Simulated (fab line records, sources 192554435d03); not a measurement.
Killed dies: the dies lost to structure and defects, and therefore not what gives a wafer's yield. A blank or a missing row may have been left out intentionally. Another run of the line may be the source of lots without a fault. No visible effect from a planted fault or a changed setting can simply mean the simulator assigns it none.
Chamber matching	flow n5Finfet	N5_BEOL_M6_STRIP_19 on rieDiel-06: 4 sister chambers
The step strips in O2. 4 wafers are shown with their chamber, then 12 later ones without.

WAFERS PAIRED WITH THEIR CHAMBERS
wafer	chamber	throttleValvePct (%)
L086.5	1	16.92
L085.5	2	16.56
L087.4	0	17.14
L087.5	3	16.84

WAFERS MISSING THEIR CHAMBER
wafer	throttleValvePct (%)
L088.1	17.12
L088.3	16.85
L088.5	16.57
L089.1	16.93
L089.5	17.13
L089.6	16.94
L090.2	16.87
L090.5	16.86
L090.6	16.61
L096.2	17.15
L096.4	16.62
L096.5	17.17

CHAMBER TAKEN BY EACH
wafer	from the rows above	in truth
L088.1	0	0
L088.3	3	3
L088.5	2	2
L089.1	1	1
L089.5	0	0
L089.6	1	1
L090.2	can't be placed: 3 or 1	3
L090.5	can't be placed: 3 or 1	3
L090.6	2	2
L096.2	0	0
L096.4	2	2
L096.5	0	0
Correctly placed: 10 of 12. Can't be placed from these rows: 2 (the true chamber is among the candidates in 2). Placed wrongly: 0.
How it was worked out, from the rows above alone: a wafer's distance from a chamber is the root of the sum, over the readings, of the square of ((its reading less the chamber's mean) divided by the reading's scatter). The wafer belongs to the nearest chamber; if the next one is less than 2 further off, it can't be placed. Each chamber's mean is taken over the wafers shown for it. The scatter (one wafer shown for each chamber): square how far every hidden wafer sits from the nearest shown wafer, average those squares and take the square root.
